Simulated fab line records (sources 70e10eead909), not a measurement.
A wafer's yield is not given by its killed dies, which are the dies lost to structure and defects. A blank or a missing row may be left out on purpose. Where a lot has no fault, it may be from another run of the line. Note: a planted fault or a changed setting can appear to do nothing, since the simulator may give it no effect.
Chamber matching || flow nand harc || NHARC_A_DECK1_JOINT_ETCHBACK_07 on rie si-05: 4 sister chambers
The step etches the open film in HBr, target depth 105 nm, time 26.9 s. 14 wafers are shown with their chamber, then 7 later ones without.

== WAFERS PAIRED WITH THEIR CHAMBERS ==
{"wafer": "L078.1", "chamber": 2, "drypump motor current A (A)": 5.7, "throttle valve pct (%)": 23.263, "oes product au (a.u.)": 1.002}
{"wafer": "L078.3", "chamber": 3, "drypump motor current A (A)": 5.9, "throttle valve pct (%)": 23.262, "oes product au (a.u.)": 1.000}
{"wafer": "L078.5", "chamber": 1, "drypump motor current A (A)": 5.8, "throttle valve pct (%)": 23.260, "oes product au (a.u.)": 0.981}
{"wafer": "L085.1", "chamber": 2, "drypump motor current A (A)": 5.7, "throttle valve pct (%)": 23.286, "oes product au (a.u.)": 1.000}
{"wafer": "L085.2", "chamber": 0, "drypump motor current A (A)": 6.7, "throttle valve pct (%)": 23.272, "oes product au (a.u.)": 0.995}
{"wafer": "L085.3", "chamber": 3, "drypump motor current A (A)": 5.9, "throttle valve pct (%)": 23.261, "oes product au (a.u.)": 1.008}
{"wafer": "L086.3", "chamber": 0, "drypump motor current A (A)": 6.7, "throttle valve pct (%)": 23.282, "oes product au (a.u.)": 0.990}
{"wafer": "L086.5", "chamber": 3, "drypump motor current A (A)": 5.9, "throttle valve pct (%)": 23.254, "oes product au (a.u.)": 1.001}
{"wafer": "L086.6", "chamber": 2, "drypump motor current A (A)": 5.7, "throttle valve pct (%)": 23.260, "oes product au (a.u.)": 0.986}
{"wafer": "L089.1", "chamber": 3, "drypump motor current A (A)": 5.9, "throttle valve pct (%)": 23.271, "oes product au (a.u.)": 1.009}
{"wafer": "L089.3", "chamber": 1, "drypump motor current A (A)": 5.8, "throttle valve pct (%)": 23.267, "oes product au (a.u.)": 1.004}
{"wafer": "L089.6", "chamber": 3, "drypump motor current A (A)": 5.9, "throttle valve pct (%)": 23.266, "oes product au (a.u.)": 1.011}
{"wafer": "L091.3", "chamber": 0, "drypump motor current A (A)": 6.7, "throttle valve pct (%)": 23.284, "oes product au (a.u.)": 1.009}
{"wafer": "L091.4", "chamber": 2, "drypump motor current A (A)": 5.8, "throttle valve pct (%)": 23.247, "oes product au (a.u.)": 0.994}

SIGNATURES, as means of the wafers listed above
{"reading": "drypump motor current A", "chamber 0": 6.700, "chamber 1": 5.800, "chamber 2": 5.725, "chamber 3": 5.900, "scatter within a chamber": 0.0274}
{"reading": "throttle valve pct", "chamber 0": 23.27933, "chamber 1": 23.26350, "chamber 2": 23.26400, "chamber 3": 23.26280, "scatter within a chamber": 0.0103}
{"reading": "oes product au", "chamber 0": 0.99800, "chamber 1": 0.99250, "chamber 2": 0.99550, "chamber 3": 1.00580, "scatter within a chamber": 0.00844}
Rule: for a wafer and a chamber, the distance is found by dividing, reading by reading, the gap between the wafer's reading and the chamber's mean by the reading's scatter, squaring, summing and taking the root. The wafer belongs to the nearest chamber; if the next one is less than 2 further off, it can't be placed. The scatter: take each reading less its chamber's mean, square it, sum over the shown wafers, divide by the number of wafers less the number of chambers, and take the root.

== WAFERS WITHOUT THEIR CHAMBER ==
{"wafer": "L091.6", "drypump motor current A (A)": 5.9, "throttle valve pct (%)": 23.263, "oes product au (a.u.)": 1.008}
{"wafer": "L093.1", "drypump motor current A (A)": 5.9, "throttle valve pct (%)": 23.272, "oes product au (a.u.)": 1.001}
{"wafer": "L093.2", "drypump motor current A (A)": 6.7, "throttle valve pct (%)": 23.262, "oes product au (a.u.)": 1.002}
{"wafer": "L093.3", "drypump motor current A (A)": 5.7, "throttle valve pct (%)": 23.246, "oes product au (a.u.)": 0.996}
{"wafer": "L096.1", "drypump motor current A (A)": 5.8, "throttle valve pct (%)": 23.266, "oes product au (a.u.)": 1.000}
{"wafer": "L096.2", "drypump motor current A (A)": 5.7, "throttle valve pct (%)": 23.258, "oes product au (a.u.)": 0.985}
{"wafer": "L096.6", "drypump motor current A (A)": 5.8, "throttle valve pct (%)": 23.280, "oes product au (a.u.)": 0.998}

== CHAMBER TAKEN BY EACH ==
{"wafer": "L091.6", "from the rows above": 3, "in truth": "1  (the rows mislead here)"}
{"wafer": "L093.1", "from the rows above": 3, "in truth": 3}
{"wafer": "L093.2", "from the rows above": 0, "in truth": 0}
{"wafer": "L093.3", "from the rows above": 2, "in truth": 2}
{"wafer": "L096.1", "from the rows above": "can't be placed: 1 or 2", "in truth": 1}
{"wafer": "L096.2", "from the rows above": 2, "in truth": 2}
{"wafer": "L096.6", "from the rows above": "can't be placed: 1 or 2", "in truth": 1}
Correctly placed: 4 of 7. Not placeable from these rows: 2 (in 2, the candidates include the true chamber). Placed wrongly: 1.
